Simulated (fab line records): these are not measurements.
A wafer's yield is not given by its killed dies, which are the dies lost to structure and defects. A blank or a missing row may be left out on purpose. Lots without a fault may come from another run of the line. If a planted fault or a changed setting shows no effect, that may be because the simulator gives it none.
Which tool is to blame?	flow nand harc	72 wafers from 24 lots sampled at 6 of the route's 1302 steps

== WHAT EACH GAUGE READ, for each wafer ==
NHARC_P_M2_THK_MEAS_24: measures by xrf.
lot	measured	on	thk nm (nm)
L074	day 6 10:47	film metro-01	142.8 142.9 140.9
L075	day 7 00:12	film metro-01	143.0 145.0 146.7
L076	day 7 03:06	film metro-02	144.0 142.5 144.8
L077	day 7 22:10	film metro-02	145.4 144.7 140.8
L078	day 8 01:25	film metro-01	142.5 144.4 146.6
L079	day 8 12:21	film metro-02	142.8 143.6 144.9
L080	day 9 00:21	film metro-02	143.4 141.7 141.5
L081	day 9 06:53	film metro-02	143.3 143.4 144.6
L082	day 10 00:55	film metro-02	142.9 143.8 144.2
L083	day 10 06:20	film metro-01	145.2 145.0 144.3
L084	day 10 14:29	film metro-02	144.1 144.5 144.6
L085	day 11 03:05	film metro-01	144.7 144.0 143.2
L086	day 11 13:46	film metro-01	142.3 143.1 143.5
L087	day 11 23:02	film metro-02	146.5 146.6 144.1
L088	day 12 19:44	film metro-01	142.8 143.4 141.9
L089	day 12 22:37	film metro-01	142.2 142.6 143.7
L090	day 13 05:28	film metro-02	144.8 146.5 146.7
L091	day 13 14:15	film metro-01	143.9 144.0 144.3
L092	day 14 02:31	film metro-01	143.9 145.9 144.2
L093	day 14 16:31	film metro-02	146.5 143.2 145.4
L094	day 15 02:58	film metro-02	144.3 145.3 145.6
L095	day 16 02:08	film metro-01	143.7 142.9 144.6
L096	day 16 10:38	film metro-01	141.5 143.5 141.7
L097	day 16 11:56	film metro-01	144.4 146.3 144.2

== TOOL THAT RAN EACH LOT (tool first, then ch and the chambers of the sampled wafers, then the start) ==
lot	NHARC_P_ZERO_WELL_RTA_42	NHARC_P_GATE_DEP_103	NHARC_P_GATE_HM_OPEN_105	NHARC_P_M1_DEP_33	NHARC_P_M2_ANNEAL_31
L074	rtp anneal-02 ch 0, day 2 03:02	pecvd-03 ch 0,2, day 4 23:15	rie diel-02 ch 0,1,2, day 6 07:01 or earlier	pecvd-04 ch 0,1,2, day 6 07:01	rtp anneal-02 ch 0, day 6 10:07
L075	rtp anneal-01 ch 0, day 2 13:37	pecvd-04 ch 0,1, day 5 12:21	rie diel-02 ch 1,2,3, day 6 20:27 or earlier	pecvd-04 ch 0,1, day 6 20:27	rtp anneal-02 ch 0, day 6 23:38
L076	rtp anneal-02 ch 0, day 2 23:01	pecvd-03 ch 1,2, day 5 15:22	rie diel-07 ch 0,1,2, day 6 23:20 or earlier	pecvd-02 ch 1,2, day 6 23:20	rtp anneal-01 ch 0, day 7 02:26
L077	rtp anneal-01 ch 0, day 3 09:07	pecvd-02 ch 0,1,2, day 6 07:50	rie diel-07 ch 0,1,2, day 7 18:01 or earlier	pecvd-01 ch 0,1, day 7 18:01	rtp anneal-02 ch 0, day 7 21:37
L078	rtp anneal-02 ch 0, day 3 18:53	pecvd-03 ch 1,2, day 6 13:46	rie diel-01 ch 0,2, day 7 21:34 or earlier	pecvd-04 ch 1,2, day 7 21:34	rtp anneal-01 ch 0, day 8 00:46
L079	rtp anneal-01 ch 0, day 4 05:01	pecvd-02 ch 0,1,2, day 7 00:23	rie diel-07 ch 0,2, day 8 08:29 or earlier	pecvd-04 ch 0,2, day 8 08:29	rtp anneal-01 ch 0, day 8 11:44
L080	rtp anneal-01 ch 0, day 4 14:38	pecvd-03 ch 1,2, day 7 10:37	rie diel-07 ch 0,2,3, day 8 20:34 or earlier	pecvd-01 ch 1,2, day 8 20:34	rtp anneal-01 ch 0, day 8 23:41
L081	rtp anneal-01 ch 0, day 5 01:04	pecvd-03 ch 0,1, day 7 18:29	rie diel-01 ch 1,2,3, day 9 03:05 or earlier	pecvd-04 ch 0,2, day 9 03:05	rtp anneal-02 ch 0, day 9 06:19
L082	rtp anneal-01 ch 0, day 5 10:58	pecvd-02 ch 0,1, day 8 07:05	rie diel-07 ch 0,3, day 9 21:10 or earlier	pecvd-04 ch 0,2, day 9 21:10	rtp anneal-01 ch 0, day 10 00:22
L083	rtp anneal-02 ch 0, day 5 21:19	pecvd-04 ch 0,1,2, day 8 18:35	rie diel-01 ch 1,2,3, day 10 02:32 or earlier	pecvd-02 ch 1,2, day 10 02:32	rtp anneal-02 ch 0, day 10 05:43
L084	rtp anneal-02 ch 0, day 6 07:07	pecvd-04 ch 0,2, day 9 02:14	rie diel-01 ch 1,2, day 10 10:26 or earlier	pecvd-01 ch 0,2, day 10 10:26	rtp anneal-01 ch 0, day 10 13:56
L085	rtp anneal-02 ch 0, day 6 17:42	pecvd-03 ch 0,2, day 9 15:31	rie diel-02 ch 0,1, day 10 23:11 or earlier	pecvd-04 ch 0,1,2, day 10 23:11	rtp anneal-02 ch 0, day 11 02:25
L086	rtp anneal-02 ch 0, day 7 03:27	pecvd-03 ch 0,1,2, day 10 01:42	rie diel-01 ch 0,1,3, day 11 10:08 or earlier	pecvd-02 ch 0,1,2, day 11 10:08	rtp anneal-01 ch 0, day 11 13:16
L087	rtp anneal-02 ch 0, day 7 12:54	pecvd-04 ch 1,2, day 10 11:04	rie diel-02 ch 0,1,3, day 11 19:07 or earlier	pecvd-04 ch 0,1, day 11 19:07	rtp anneal-01 ch 0, day 11 22:23
L088	rtp anneal-01 ch 0, day 7 22:46	pecvd-04 ch 0,1,2, day 11 01:35	rie diel-07 ch 0,1,3, day 12 15:50 or earlier	pecvd-02 ch 0,1,2, day 12 15:50	rtp anneal-02 ch 0, day 12 19:05
L089	rtp anneal-01 ch 0, day 8 09:07	pecvd-03 ch 0,1,2, day 11 10:35	rie diel-01 ch 1,2,3, day 12 18:50 or earlier	pecvd-04 ch 0,1,2, day 12 18:50	rtp anneal-02 ch 0, day 12 22:03
L090	rtp anneal-01 ch 0, day 8 18:59	pecvd-04 ch 1,2, day 11 17:45	rie diel-01 ch 0,3, day 13 01:37 or earlier	pecvd-01 ch 1,2, day 13 01:37	rtp anneal-01 ch 0, day 13 04:55
L091	rtp anneal-01 ch 0, day 9 04:53	pecvd-03 ch 0,2, day 12 02:25	rie diel-07 ch 0,2,3, day 13 10:16 or earlier	pecvd-01 ch 0,1, day 13 10:16	rtp anneal-02 ch 0, day 13 13:35
L092	rtp anneal-01 ch 0, day 9 15:22	pecvd-03 ch 0,1,2, day 12 14:29	rie diel-07 ch 0,1,2, day 13 22:44 or earlier	pecvd-02 ch 1,2, day 13 22:44	rtp anneal-01 ch 0, day 14 01:58
L093	rtp anneal-02 ch 0, day 10 01:04	pecvd-04 ch 0,2, day 13 04:20	rie diel-02 ch 0,3, day 14 12:12 or earlier	pecvd-04 ch 0,2, day 14 12:12	rtp anneal-02 ch 0, day 14 15:58
L094	rtp anneal-01 ch 0, day 10 10:51	pecvd-02 ch 0,1, day 13 14:49	rie diel-07 ch 0,1,2, day 14 22:53 or earlier	pecvd-02 ch 0,2, day 14 22:53	rtp anneal-02 ch 0, day 15 02:18
L095	rtp anneal-02 ch 0, day 10 21:08	pecvd-02 ch 0,1,2, day 14 01:58	rie diel-02 ch 0,2,3, day 15 22:28 or earlier	pecvd-01 ch 0,1,2, day 15 22:28	rtp anneal-02 ch 0, day 16 01:37
L096	rtp anneal-02 ch 0, day 11 06:59	pecvd-03 ch 0,1,2, day 14 06:02	rie diel-07 ch 2,3, day 16 06:54 or earlier	pecvd-04 ch 0,1,2, day 16 06:54	rtp anneal-02 ch 0, day 16 10:02
L097	rtp anneal-02 ch 0, day 11 16:59	pecvd-03 ch 0,1, day 14 13:42	rie diel-01 ch 0,3, day 16 08:11 or earlier	pecvd-01 ch 0,2, day 16 08:11	rtp anneal-01 ch 0, day 16 11:23
- NHARC_P_ZERO_WELL_RTA_42: time 300 s.
- NHARC_P_GATE_DEP_103: deposits SiON, target thk 30 nm.
- NHARC_P_GATE_HM_OPEN_105: chemistry O2/COS, target depth 360 nm.
- NHARC_P_M1_DEP_33: deposits SiCN, target thk 30 nm.
- NHARC_P_M2_ANNEAL_31: time 90 s.

== AS READ BY THE TOOLS THEMSELVES (means over the sampled wafers that have a number; for cases with no such wafer, the mark the record gives instead) ==
NHARC_P_ZERO_WELL_RTA_42.
lot	tool	lamp power pct (%)	lamp_zone_1_pct (%)	lamp_zone_2_pct (%)	wafer_temp_C_max
L074	rtp anneal-02	35.4	35.4	35.4	1102.8
L075	rtp anneal-01	39.1	39.1	39.1	1106.4
L076	rtp anneal-02	35.5	35.5	35.5	1103.1
L077	rtp anneal-01	39.1	39.1	39.1	1105.9
L078	rtp anneal-02	35.6	35.5	35.5	1103.1
L079	rtp anneal-01	39.0	39.0	39.0	1105.1
L080	rtp anneal-01	39.1	39.1	39.1	1104.2
L081	rtp anneal-01	39.1	39.1	39.1	1106.4
L082	rtp anneal-01	39.0	39.0	39.1	1106.5
L083	rtp anneal-02	35.5	35.5	35.5	1103.2
L084	rtp anneal-02	35.5	35.5	35.5	1102.8
L085	rtp anneal-02	35.5	35.5	35.5	1103.9
L086	rtp anneal-02	35.5	35.5	35.5	1103.3
L087	rtp anneal-02	35.5	35.5	35.4	1103.0
L088	rtp anneal-01	39.1	39.0	39.1	1106.3
L089	rtp anneal-01	39.1	39.1	39.1	1104.3
L090	rtp anneal-01	39.1	39.1	39.1	1106.1
L091	rtp anneal-01	39.0	39.0	39.1	1104.3
L092	rtp anneal-01	39.1	39.1	39.1	1105.3
L093	rtp anneal-02	35.6	35.5	35.5	1103.8
L094	rtp anneal-01	39.1	39.1	39.1	1105.4
L095	rtp anneal-02	35.5	35.5	35.5	1102.9
L096	rtp anneal-02	35.5	35.5	35.5	1103.2
L097	rtp anneal-02	35.5	35.5	35.5	1102.2

NHARC_P_GATE_DEP_103.
lot	tool	heater power outer w (W)	heater power w (W)
L074	pecvd-03	410	676
L075	pecvd-04	483	805
L076	pecvd-03	463	750
L077	pecvd-02	409	695
L078	pecvd-03	397	663
L079	pecvd-02	455	739
L080	pecvd-03	467	755
L081	pecvd-03	300	603
L082	pecvd-02	443	724
L083	pecvd-04	455	745
L084	pecvd-04	450	726
L085	pecvd-03	446	703
L086	pecvd-03	360	627
L087	pecvd-04	445	747
L088	pecvd-04	436	724
L089	pecvd-03	408	682
L090	pecvd-04	419	719
L091	pecvd-03	390	645
L092	pecvd-03	398	683
L093	pecvd-04	443	733
L094	pecvd-02	496	833
L095	pecvd-02	446	729
L096	pecvd-03	410	693
L097	pecvd-03	363	669

NHARC_P_GATE_HM_OPEN_105.
lot	tool	drypump motor current A (A)	oes product au (a.u.)	rf vpp V (V)	showerhead plenum p Torr (Torr)	throttle valve pct (%)
L074	rie diel-02	5.9	0.995	463.7	2.98	28.326
L075	rie diel-02	6.0	1.003	463.4	2.97	28.327
L076	rie diel-07	5.6	1.002	467.8	3.19	28.333
L077	rie diel-07	5.6	0.993	468.0	3.19	28.330
L078	rie diel-01	5.5	1.004	468.0	3.14	28.334
L079	rie diel-07	5.7	0.991	470.3	3.25	28.330
L080	rie diel-07	5.8	1.004	469.1	3.18	28.326
L081	rie diel-01	5.4	1.008	466.8	3.07	28.329
L082	rie diel-07	6.0	1.007	467.6	3.11	28.324
L083	rie diel-01	5.5	1.006	466.7	3.07	28.326
L084	rie diel-01	5.3	1.012	467.0	3.10	28.322
L085	rie diel-02	5.7	0.997	463.9	3.00	28.327
L086	rie diel-01	5.6	1.003	465.9	3.07	28.340
L087	rie diel-02	5.8	0.999	464.4	2.99	28.333
L088	rie diel-07	5.7	0.998	467.9	3.11	28.330
L089	rie diel-01	5.4	1.013	466.5	3.07	28.331
L090	rie diel-01	5.8	1.001	466.6	3.07	28.325
L091	rie diel-07	5.8	1.002	468.9	3.18	28.329
L092	rie diel-07	5.6	1.001	468.1	3.18	28.338
L093	rie diel-02	5.9	0.992	464.1	3.01	28.335
L094	rie diel-07	5.6	1.001	469.5	3.18	28.327
L095	rie diel-02	5.9	0.997	465.3	3.00	28.331
L096	rie diel-07	6.1	1.004	467.1	3.14	28.330
L097	rie diel-01	5.9	1.012	465.9	3.09	28.339

NHARC_P_M1_DEP_33.
lot	tool	heater power outer w (W)	heater power w (W)
L074	pecvd-04	296	532
L075	pecvd-04	360	632
L076	pecvd-02	300	511
L077	pecvd-01	389	606
L078	pecvd-04	334	568
L079	pecvd-04	301	523
L080	pecvd-01	304	526
L081	pecvd-04	286	505
L082	pecvd-04	319	553
L083	pecvd-02	327	552
L084	pecvd-01	305	519
L085	pecvd-04	302	540
L086	pecvd-02	319	567
L087	pecvd-04	322	578
L088	pecvd-02	351	610
L089	pecvd-04	337	579
L090	pecvd-01	279	502
L091	pecvd-01	381	597
L092	pecvd-02	297	522
L093	pecvd-04	320	539
L094	pecvd-02	355	608
L095	pecvd-01	342	569
L096	pecvd-04	345	589
L097	pecvd-01	406	622

NHARC_P_M2_ANNEAL_31.
lot	tool	wafer_temp_C_max
L074	rtp anneal-02	225.9
L075	rtp anneal-02	225.8
L076	rtp anneal-01	226.4
L077	rtp anneal-02	225.6
L078	rtp anneal-01	226.3
L079	rtp anneal-01	226.1
L080	rtp anneal-01	226.3
L081	rtp anneal-02	225.7
L082	rtp anneal-01	226.0
L083	rtp anneal-02	225.9
L084	rtp anneal-01	226.0
L085	rtp anneal-02	225.4
L086	rtp anneal-01	226.2
L087	rtp anneal-01	226.5
L088	rtp anneal-02	225.8
L089	rtp anneal-02	225.7
L090	rtp anneal-01	226.1
L091	rtp anneal-02	225.5
L092	rtp anneal-01	226.1
L093	rtp anneal-02	225.8
L094	rtp anneal-02	225.6
L095	rtp anneal-02	225.8
L096	rtp anneal-02	225.6
L097	rtp anneal-01	225.8

== THE ANSWER, worked out from the rows above alone ==
Rule: the lots themselves supply what counts as usual. The widest of any qualifying gaps counts: lots, ordered by their means at a reading, are off when they make up no more than a third of the lots, leave a main group of 4 or more, and stand apart from it by 3 or more times the standard deviation of that group's means. The tables above print the reading to a certain number of digits; a main group whose means all agree to those digits is not used. A lot without any number at a reading at which 4 lots or more have one is off too. All remaining lots with rows at the step are treated as sound. First the gauges in route order, then the tools' own readings, where a lot's mean is used as printed above. At the first step where some lot is off, the reading lying furthest off is the one used; lots without a number count as furthest.
Nothing can be told from this: no lot is off at any reading shown.

== WHAT THE SIMULATOR HAD PUT IN ==
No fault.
